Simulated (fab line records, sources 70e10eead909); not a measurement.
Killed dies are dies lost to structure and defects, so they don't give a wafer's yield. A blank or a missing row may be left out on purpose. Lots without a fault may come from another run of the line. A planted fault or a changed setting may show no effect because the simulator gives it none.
fab line records | flow nand_harc
record lots=14 wafers=42 last_day=33
route steps=1302 shown P_M0@270 P_M1@297
lots that met no fault: from a run of the same line without faults
start_h: hours from the record's first day to the start of the lot's first wafer shown | wait_h: hours since the lot's step before | " the same as in the row above | L1.1+2: a row that stands for several wafers | - no value, or no start given | * or withheld: withheld | < > ~ a bound
route shown NAME@n: a module of which the file shows steps, and the number in the route of the first | usual: mean/standard deviation of fault-free wafers | same: alike in all rows | chamber/n: place in a boat | sites: the reading at each site | _std_site: their standard deviation | _edge_site: outer sites' mean less inner sites' | radius_mm: how far each site lies from the wafer's centre | mask NAME#n: copy n | behind: the tool/chamber that last shaped the wafer | hold: why the lot was held/for how many hours/how that ended | device: the transistor (n, p or np) that didn't switch | end of line: the same wafers' tests at the end of the route | a step without rows: its recipe alone | killed: dies lost to structure and defects at the first sort, not the wafer's yield | map: a wafer's dies, x killed, . not, _ none there
set.NAME: the setting as run; set.NAME@STEP: as run at that earlier step | model.NAME: the simulator's own value behind a step, which no gauge read
steps of the route over a sample of lots; a table a step, a row a wafer
services: from which hour (start_h, from the record's first day; less than 0 if before it) a tool's chamber was out of use, for how many hours, and why
## steps
# step NHARC_P_M0_STRIP_18
# recipe power_w=1000 n2_flow_sccm=150 h2_flow_sccm=150 ar_flow_sccm=0 bias_w=0 chemistry=N2/H2
# usual drypump_motor_current_A=5.67/0.29 oes_product_au=1.003/0.0077 rf_vpp_V=90.8/0.91 showerhead_plenum_p_Torr=2.07/0.086 throttle_valve_pct=14.171/0.0089
# columns lot.wafer tool chamber start_h wait_h drypump_motor_current_A oes_product_au rf_hours_counter_h rf_vpp_V showerhead_plenum_p_Torr throttle_valve_pct
L812.4 rie_diel-08 1 156.97 0.1 6.12 1.013 23 90.3 2.02 14.160
L812.2 " 2 " " 5.31 1.007 23 91.6 2.16 14.171
L812.5 " 1 " " 6.13 0.996 - 91.5 2.02 14.191
L814.3 rie_diel-08 1 171.92 0.1 6.10 1.005 26 90.5 2.02 14.181
L814.6 " 3 " " 5.63 1.012 - 90.7 2.18 14.160
L814.5 " 0 " " 5.63 1.001 - 90.8 2.03 14.179
L816.3 rie_diel-01 3 192.71 0.1 5.76 0.991 36 90.3 1.96 14.182
L816.2 " 1 " " 5.39 0.991 53 89.2 1.87 14.184
L816.5 " 0 " " 5.58 0.989 - 90.5 2.01 14.179
L817.4 rie_diel-01 2 198.71 0.1 6.06 1.009 61 90.8 2.09 14.178
L817.2 " 3 " " 5.76 1.009 38 89.3 1.96 14.174
L817.6 " 0 " " 5.59 0.999 - 91.0 2.01 14.162
L819.4 rie_diel-08 0 222.65 0.1 5.65 1.003 1 89.7 2.03 14.169
L819.5 " 1 " " 6.13 1.000 - 91.4 2.02 14.187
L819.6 " 2 " " 5.29 1.007 - 91.4 2.16 14.168
L820.2 rie_diel-08 2 232.77 0.1 5.28 0.992 7 92.0 2.16 14.145
L820.6 " 0 " " 5.65 1.001 - 91.4 2.03 14.157
L820.5 " 1 " " 6.16 1.002 - 89.8 2.02 14.144
L821.2 rie_diel-12 2 236.50 0.1 5.90 1.009 45 89.2 1.96 14.172
L821.6 " 2 " " 5.85 1.016 - 90.6 1.96 14.163
L821.5 " 3 " " 5.01 0.997 - 93.6 2.20 14.173
L822.2 rie_diel-08 1 251.17 0.1 6.14 1.013 8 91.2 2.02 14.183
L822.6 " 2 " " 5.28 1.007 - 92.0 2.16 14.169
L822.5 " 3 " " 5.62 1.003 - 90.7 2.17 14.175
L823.4 rie_diel-08 3 267.85 0.1 5.62 0.998 12 91.0 2.17 14.173
L823.1 " 2 " " 5.30 1.002 11 90.7 2.16 14.173
L823.6 " 3 " " 5.59 0.997 - 90.8 2.17 14.164
L824.2 rie_diel-08 3 268.77 0.1 5.60 0.996 12 92.9 2.17 14.183
L824.1 " 1 " " 6.16 1.003 11 91.7 2.02 14.173
L824.5 " 3 " " 5.59 1.002 - 90.3 2.17 14.170
L829.1 rie_diel-08 0 321.50 0.1 5.62 1.008 18 89.8 2.03 14.156
L829.2 " 2 " " 5.29 1.008 22 93.6 2.15 14.165
L829.6 " 2 " " 5.29 1.010 - 91.9 2.15 14.176
L830.2 rie_diel-08 1 336.02 0.1 6.13 1.007 22 90.9 2.01 14.182
L830.4 " 3 " " 5.64 1.007 24 91.4 2.17 14.181
L830.5 " 1 " " 6.07 1.005 - 89.9 2.01 14.166
L831.2 rie_diel-01 3 344.85 0.2 5.76 1.005 41 90.4 1.95 14.165
L831.4 " 0 " " 5.60 0.999 43 91.2 2.00 14.176
L831.3 " 2 " " 6.06 0.997 49 89.8 2.07 14.173
L832.3 rie_diel-01 2 355.59 0.1 6.07 1.017 52 90.6 2.07 14.169
L832.1 " 0 " " 5.61 0.996 46 89.7 1.99 14.159
L832.6 " 3 " " 5.75 1.005 - 90.1 1.94 14.155
# step NHARC_P_M1_INSPECT_11
# usual raw_defect_count=4.6/2.5
# columns lot.wafer tool chamber start_h wait_h raw_defect_count
L812.2 defect_inspect-01 - 160.44 0.0 5
L812.4 " - " " 7
L812.5 " - " " 8
L814.3 defect_inspect-02 - 175.55 0.0 1
L814.5 " - " " 3
L814.6 " - " " 2
L816.2 defect_inspect-01 - 196.75 0.0 2
L816.3 " - " " 4
L816.5 " - " " 1
L817.2 defect_inspect-02 - 202.31 0.0 7
L817.4 " - " " 7
L817.6 " - " " 10
L819.4 defect_inspect-01 - 226.08 0.0 5
L819.5 " - " " 3
L819.6 " - " " 5
L820.2 defect_inspect-02 - 236.39 0.0 15
L820.5 " - " " 8
L820.6 " - " " 8
L821.2 defect_inspect-01 - 240.12 0.0 4
L821.5 " - " " 4
L821.6 " - " " 3
L822.2 defect_inspect-01 - 254.72 0.0 1
L822.5 " - " " 4
L822.6 " - " " 1
L823.1 defect_inspect-01 - 271.35 0.0 7
L823.4 " - " " 4
L823.6 " - " " 1
L824.1 defect_inspect-02 - 272.23 0.0 9
L824.2 " - " " 9
L824.5 " - " " 10
L829.1 defect_inspect-01 - 325.32 0.0 0
L829.2 " - " " 4
L829.6 " - " " 3
L830.2 defect_inspect-02 - 339.79 0.0 4
L830.4 " - " " 6
L830.5 " - " " 7
L831.2 defect_inspect-01 - 348.59 0.0 3
L831.3 " - " " 5
L831.4 " - " " 3
L832.1 defect_inspect-02 - 359.08 0.0 1
L832.3 " - " " 6
L832.6 " - " " 3
# step NHARC_P_M1_ETCH_35
# recipe target_depth_a=400 overetch_a=120 time_s=43.94 ion_energy_ev=200 n2_flow_sccm=150 h2_flow_sccm=150 ar_flow_sccm=0 rf_w=400 bias_w=150 chemistry=N2/H2
# usual drypump_motor_current_A=5.8/0.46 oes_product_au=0.998/0.007 rf_vpp_V=431.4/2.4 showerhead_plenum_p_Torr=2.07/0.08 throttle_valve_pct=14.170/0.0076
# columns lot.wafer tool chamber start_h wait_h drypump_motor_current_A oes_product_au rf_hours_counter_h rf_vpp_V showerhead_plenum_p_Torr throttle_valve_pct
L812.2 rie_diel-07 1 160.60 0.1 6.2 0.999 3 431.4 2.02 14.170
L812.4 " 3 " " 5.7 1.003 3 431.5 2.06 14.169
L812.5 " 1 " " 6.2 1.000 - 431.0 2.02 14.160
L814.3 rie_diel-09 0 175.73 0.1 5.0 1.015 2 431.5 2.03 14.168
L814.5 " 1 " " 6.6 0.999 - 428.4 1.91 14.172
L814.6 " 2 " " 6.1 0.994 - 430.4 2.04 14.162
L816.3 rie_diel-07 3 196.90 0.1 5.7 1.004 4 431.7 2.06 14.167
L816.2 " 0 " " 5.5 1.000 4 433.7 2.12 14.176
L816.5 " 1 " " 6.2 1.002 - 429.2 2.02 14.166
L817.2 rie_diel-09 1 202.45 0.1 6.6 0.991 4 427.3 1.91 14.177
L817.4 " 2 " " 6.1 0.992 5 429.6 2.03 14.165
L817.6 " 1 " " 6.6 0.996 - 427.2 1.91 14.175
L819.4 rie_diel-07 1 226.24 0.1 6.2 0.996 6 430.9 2.02 14.174
L819.6 " 3 " " 5.7 0.993 - 429.9 2.06 14.171
L819.5 " 0 " " 5.5 0.989 - 432.4 2.12 14.163
L820.2 rie_diel-13 3 236.57 0.1 5.8 0.994 18 427.8 1.96 14.165
L820.5 " 3 " " 5.8 1.007 - 430.8 1.96 14.169
L820.6 " 0 " " 6.4 0.999 - 431.1 2.04 14.169
L821.2 rie_diel-07 2 240.28 0.1 5.3 0.999 7 435.0 2.15 14.182
L821.5 " 3 " " 5.7 1.007 - 430.4 2.06 14.168
L821.6 " 0 " " 5.5 0.998 - 433.9 2.12 14.159
L822.2 rie_diel-07 0 254.86 0.1 5.5 0.995 9 433.7 2.12 14.165
L822.6 " 0 " " 5.5 1.001 - 432.4 2.12 14.165
L822.5 " 1 " " 6.2 0.995 - 430.1 2.02 14.150
L823.1 rie_diel-09 1 271.50 0.1 6.6 0.992 11 427.3 1.90 14.169
L823.4 " 3 " " 5.3 0.998 10 435.9 2.20 14.159
L823.6 " 1 " " 6.6 0.990 - 426.8 1.90 14.158
L824.1 rie_diel-07 1 272.85 0.5 6.2 0.987 10 428.2 2.02 14.164
L824.2 " 3 " " 5.7 0.991 8 431.1 2.06 14.170
L824.5 " 1 " " 6.2 0.995 - 429.1 2.02 14.160
L829.1 rie_diel-07 2 325.47 0.1 5.4 0.999 2 432.4 2.15 14.187
L829.2 " 3 " " 5.7 1.003 1 430.3 2.06 14.174
L829.6 " 2 " " 5.4 0.994 - 433.5 2.15 14.178
L830.4 rie_diel-09 3 339.94 0.1 5.2 0.992 0 436.0 2.19 14.171
L830.2 " 0 " " 5.0 1.006 0 430.1 2.03 14.185
L830.5 " 2 " " 6.1 0.992 - 429.6 2.03 14.165
L831.2 rie_diel-07 0 348.78 0.1 5.5 1.007 3 431.0 2.11 14.165
L831.4 " 0 " " 5.5 1.000 - 432.6 2.11 14.165
L831.3 " 1 " " 6.2 1.008 - 429.4 2.01 14.175
L832.1 rie_diel-07 2 359.28 0.1 5.3 0.990 4 434.4 2.15 14.178
L832.3 " 2 " " 5.3 0.992 - 434.8 2.15 14.166
L832.6 " 1 " " 6.2 0.991 - 431.1 2.01 14.160
# step NHARC_P_M1_ECD_22
# recipe target_thk_a=4000 bath_temp_c=25 material=Cu
# usual bath_temp_c=24.98/0.11
# columns lot.wafer tool chamber start_h wait_h bath_temp_c
L812.2 ecd_cu-02 0 161.88 - 24.96
L812.4 " 0 " " 24.94
L812.5 " 1 " " 24.87
L814.3 ecd_cu-02 1 177.18 - 25.01
L814.6 " 0 " " 24.94
L814.5 " 1 " " 25.00
L816.2 ecd_cu-02 1 198.18 - 24.99
L816.3 " 1 " " 24.85
L816.5 " 0 " " 25.00
L817.2 ecd_cu-02 0 203.78 - 25.02
L817.4 " 0 " " 24.93
L817.6 " 1 " " 24.94
L819.4 ecd_cu-02 0 227.74 - 25.07
L819.6 " 1 " " 25.19
L819.5 " 0 " " 24.99
L820.2 ecd_cu-01 0 237.87 - 24.97
L820.5 " 0 " " 25.07
L820.6 " 1 " " 24.94
L821.2 ecd_cu-01 0 241.56 - 25.09
L821.5 " 0 " " 25.22
L821.6 " 1 " " 24.93
L822.2 ecd_cu-02 0 256.21 - 25.09
L822.5 " 1 " " 25.11
L822.6 " 0 " " 25.10
L823.1 ecd_cu-01 0 272.79 - 24.85
L823.4 " 1 " " 25.03
L823.6 " 0 " " 24.98
L824.2 ecd_cu-02 1 274.14 - 25.09
L824.1 " 0 " " 24.87
L824.5 " 1 " " 24.91
L829.1 ecd_cu-01 0 327.02 - 25.18
L829.2 " 1 " " 24.87
L829.6 " 1 " " 24.89
L830.2 ecd_cu-02 1 341.26 - 24.90
L830.4 " 0 " " 24.79
L830.5 " 0 " " 24.83
L831.2 ecd_cu-01 0 350.35 - 25.03
L831.3 " 0 " " 25.04
L831.4 " 1 " " 24.99
L832.1 ecd_cu-02 0 360.65 - 25.21
L832.3 " 0 " " 24.93
L832.6 " 0 " " 25.00
# step NHARC_P_M1_CMP_23
# recipe t_overpolish_s=20 target_thk_nm=157.82
# usual motor_current_A=11.8/1.1 retaining_ring_pressure_frac=1.000/0.0053 slurry_flow_ml_min=150.0/0.44 time_to_endpoint_s=29.2/2
# columns lot.wafer tool chamber start_h wait_h motor_current_A retaining_ring_pressure_frac slurry_flow_ml_min time_to_endpoint_s
L812.2 cmp-02 0 162.61 - 11.6 0.994 149.9 29.7
L812.4 " 3 " " 13.4 1.006 149.8 30.1
L812.5 " 1 " " 11.0 1.011 150.0 29.9
L814.3 cmp-04 2 177.80 - 10.5 0.999 150.5 30.5
L814.6 " 0 " " 10.6 1.002 150.5 26.6
L814.5 " 1 " " 10.2 0.992 150.2 27.3
L816.3 cmp-03 2 198.92 - 11.0 1.002 150.3 33.5
L816.2 " 3 " " 12.4 0.999 150.7 30.7
L816.5 " 1 " " 13.8 1.001 150.0 32.5
L817.2 cmp-04 1 204.53 - 11.1 1.009 150.7 31.3
L817.4 " 2 " " 10.4 0.998 149.0 27.4
L817.6 " 1 " " 11.0 1.005 150.0 26.4
L819.4 cmp-02 3 228.37 - 12.8 0.999 149.5 30.1
L819.5 " 1 " " 10.4 0.991 150.3 26.0
L819.6 " 2 " " 10.6 0.998 149.7 29.8
L820.2 cmp-04 2 238.63 - 10.6 0.999 148.9 30.1
L820.5 " 1 " " 11.1 1.001 149.8 28.2
L820.6 " 2 " " 10.7 1.000 150.0 30.6
L821.2 cmp-02 3 242.37 - 13.4 1.001 149.5 25.7
L821.6 " 0 " " 11.8 1.000 149.4 29.5
L821.5 " 1 " " 10.6 0.991 150.0 28.2
L822.2 cmp-03 0 256.97 - 11.7 1.002 150.6 14.5
L822.6 " 1 " " 14.1 0.994 149.3 14.0
L822.5 " 2 " " 11.7 0.997 150.0 15.3
L823.4 cmp-02 1 273.54 - 10.9 0.997 149.9 27.6
L823.1 " 2 " " 11.2 1.001 149.6 30.0
L823.6 " 1 " " 11.2 0.999 149.8 32.1
L824.1 cmp-02 3 274.90 - 13.2 1.001 149.9 13.5
L824.2 " 1 " " 11.0 0.992 151.1 12.1
L824.5 " 3 " " 13.3 0.997 149.8 12.8
L829.2 cmp-03 0 328.06 - 11.5 1.009 150.6 31.3
L829.1 " 2 " " 11.4 1.007 149.6 31.0
L829.6 " 1 " " 13.6 1.003 150.1 28.4
L830.4 cmp-02 0 342.05 - 11.3 1.002 150.2 27.1
L830.2 " 1 " " 10.4 0.993 150.0 28.0
L830.5 " 2 " " 10.8 0.993 150.1 31.7
L831.2 cmp-03 1 351.08 - 12.9 0.992 150.4 28.3
L831.4 " 2 " " 12.0 1.002 150.4 27.2
L831.3 " 3 " " 12.7 1.000 150.7 26.3
L832.1 cmp-04 0 361.37 - 9.9 1.006 150.2 30.2
L832.3 " 3 " " 12.1 1.002 149.6 29.8
L832.6 " 0 " " 10.1 1.006 150.6 30.4
## services
# columns tool chamber start_h hours kind
cmp-02 - 134.55 4.0 pm
rie_diel-01 1 138.30 14.6 repair
rie_diel-09 - 143.10 9.0 pm
rie_diel-09 2 158.61 1.7 repair
ecd_cu-01 - 160.00 8.0 pm
rie_diel-07 - 174.76 2.2 repair
rie_diel-08 0 174.86 7.6 repair
rie_diel-08 - 191.55 9.0 pm
cmp-02 - 196.39 3.6 repair
rie_diel-08 0 204.61 9.4 repair
cmp-02 - 232.55 4.0 pm
ecd_cu-02 - 244.10 8.0 pm
rie_diel-07 - 266.91 4.6 repair
cmp-02 - 279.53 0.4 repair
rie_diel-07 - 294.30 9.0 pm
rie_diel-08 1 318.78 7.6 repair
ecd_cu-01 - 322.82 0.4 repair
cmp-02 - 330.55 4.0 pm
ecd_cu-01 - 336.00 8.0 pm
rie_diel-07 3 339.67 20.3 repair
cmp-02 - 343.04 2.3 repair
rie_diel-07 2 346.36 4.1 repair
rie_diel-07 0 353.71 10.8 repair
rie_diel-07 2 354.92 4.1 repair
## key
first_sign step=NHARC_P_M1_CMP_23 reading=time_to_endpoint_s direction=down sigmas=7.8 usual=* struck=*
effect none on later readings
met_at NHARC_P_M1_ECD_22
struck_lots L822,L824
later_rows_left_out L822.2,L822.5,L822.6,L824.1,L824.2,L824.5
sort_left_out L822.2,L822.5,L822.6,L824.1,L824.2,L824.5
not_acting_at NHARC_P_M0_STRIP_18,NHARC_P_M1_INSPECT_11,NHARC_P_M1_ETCH_35
onset_between 227.74 256.21
fault kind=process_parameter_drift tool=ecd_cu-02 chamber=- onset_h=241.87 steps=NHARC_P_M1_ECD_22 channel=target_thk_a offset=* shape=step end_h=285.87 acts_in=* stated=*
# sort_left_out: the simulated sort isn't trusted on such a fault, so these wafers' sort isn't shown, and their yield isn't known
# later_rows_left_out: the simulator's readings of these wafers behind a module that went badly wrong aren't trusted and aren't shown, but for the sort
